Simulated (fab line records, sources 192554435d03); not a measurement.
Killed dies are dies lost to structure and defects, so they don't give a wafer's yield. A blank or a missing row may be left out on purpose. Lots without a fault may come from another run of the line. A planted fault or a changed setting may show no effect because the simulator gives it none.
Which tool did it? | flow n5_finfet | 12 lots, 36 wafers sampled, at 4 steps of a route of 1938

WHAT THE GAUGES READ, wafer by wafer
N5_BEOL_M1_THK_MEAS_53: measures by xrf.
lot  | measured     | on            | M1_THK (nm)
L075 | day 6 18:57  | film_metro-01 | 38.3 37.6 38.9
L077 | day 7 03:59  | film_metro-01 | 39.9 39.1 39.2
L079 | day 7 19:24  | film_metro-01 | 37.2 40.0 40.4
L081 | day 8 12:16  | film_metro-02 | 40.0 40.5 40.8
L083 | day 9 03:38  | film_metro-01 | 38.5 38.4 39.2
L085 | day 9 14:19  | film_metro-02 | 39.5 38.3 40.2
L088 | day 9 22:14  | film_metro-01 | 41.2 40.5 40.6
L090 | day 10 09:44 | film_metro-01 | 41.7 41.3 41.6
L091 | day 10 16:59 | film_metro-02 | 39.3 39.7 40.6
L093 | day 11 02:32 | film_metro-02 | 40.9 39.6 40.1
L095 | day 11 15:07 | film_metro-01 | 39.1 43.2 42.1
L097 | day 12 00:13 | film_metro-02 | 39.7 42.1 41.2

WHICH TOOL RAN EACH LOT (tool, then ch and the chambers of the sampled wafers, then the start)
lot  | N5_BEOL_M1_STRIP_36                | N5_BEOL_M1_TRENCH_ETCH_37                     | N5_BEOL_M1_SPUTTER_88
L075 | rie_diel-06 ch 0,1,2, day 6 13:33  | rie_diel-06 ch 0,1,2, day 6 17:17 or earlier  | pvd_sputter-01, day 6 17:17
L077 | rie_diel-01 ch 0,2,3, day 6 22:51  | rie_diel-01 ch 0,2,3, day 7 02:10 or earlier  | pvd_sputter-03, day 7 02:10
L079 | rie_diel-01 ch 2,3, day 7 15:37    | rie_diel-01 ch 2,3, day 7 17:44 or earlier    | pvd_sputter-03, day 7 17:44
L081 | rie_diel-03 ch 0,2,3, day 8 08:42  | rie_diel-03 ch 0,2,3, day 8 10:37 or earlier  | pvd_sputter-03, day 8 10:37
L083 | rie_diel-03 ch 0,2,3, day 8 23:14  | rie_diel-03 ch 0,2,3, day 9 01:49 or earlier  | pvd_sputter-01, day 9 01:49
L085 | rie_diel-06 ch 0,2, day 9 10:08    | rie_diel-06 ch 0,2, day 9 12:40 or earlier    | pvd_sputter-02, day 9 12:40
L088 | rie_diel-03 ch 0,2, day 9 17:54    | rie_diel-03 ch 0,2, day 9 20:34 or earlier    | pvd_sputter-02, day 9 20:34
L090 | rie_diel-01 ch 2,3, day 10 05:53   | rie_diel-01 ch 2,3, day 10 08:00 or earlier   | pvd_sputter-03, day 10 08:00
L091 | rie_diel-01 ch 0,1,3, day 10 13:07 | rie_diel-01 ch 0,1,3, day 10 15:19 or earlier | pvd_sputter-02, day 10 15:19
L093 | rie_diel-06 ch 1,2,3, day 10 22:38 | rie_diel-06 ch 1,2,3, day 11 00:52 or earlier | pvd_sputter-02, day 11 00:52
L095 | rie_diel-06 ch 0,1, day 11 11:36   | rie_diel-06 ch 0,1, day 11 13:26 or earlier   | pvd_sputter-01, day 11 13:26
L097 | rie_diel-06 ch 1,2,3, day 11 18:59 | rie_diel-06 ch 1,2,3, day 11 22:33 or earlier | pvd_sputter-02, day 11 22:33
- N5_BEOL_M1_STRIP_36: strips in N2/H2.
- N5_BEOL_M1_TRENCH_ETCH_37: etches SiOC in C4F6/O2, target depth 55.207 nm, time 29 s.
- N5_BEOL_M1_SPUTTER_88: material Cu, target thk 4.5 nm, time 8.29 s.

THE ANSWER, worked out from the rows above alone
Rule: what is usual is taken from the lots themselves. Put in order of their means at a reading, lots are off if they are a third of the lots or fewer, leave a main group of 4 or more, and stand apart from it by a gap of 3 or more times the standard deviation of the main group's means; of several such gaps the widest counts. A main group whose means are all the same, to the digits that the tables above print for the reading, isn't used. A lot without any number at a reading at which 4 lots or more have one is off too. The other lots that the step has rows for count as sound.
No lot is off at any reading shown: from this, nothing can be told.

WHAT THE SIMULATOR HAD PUT IN
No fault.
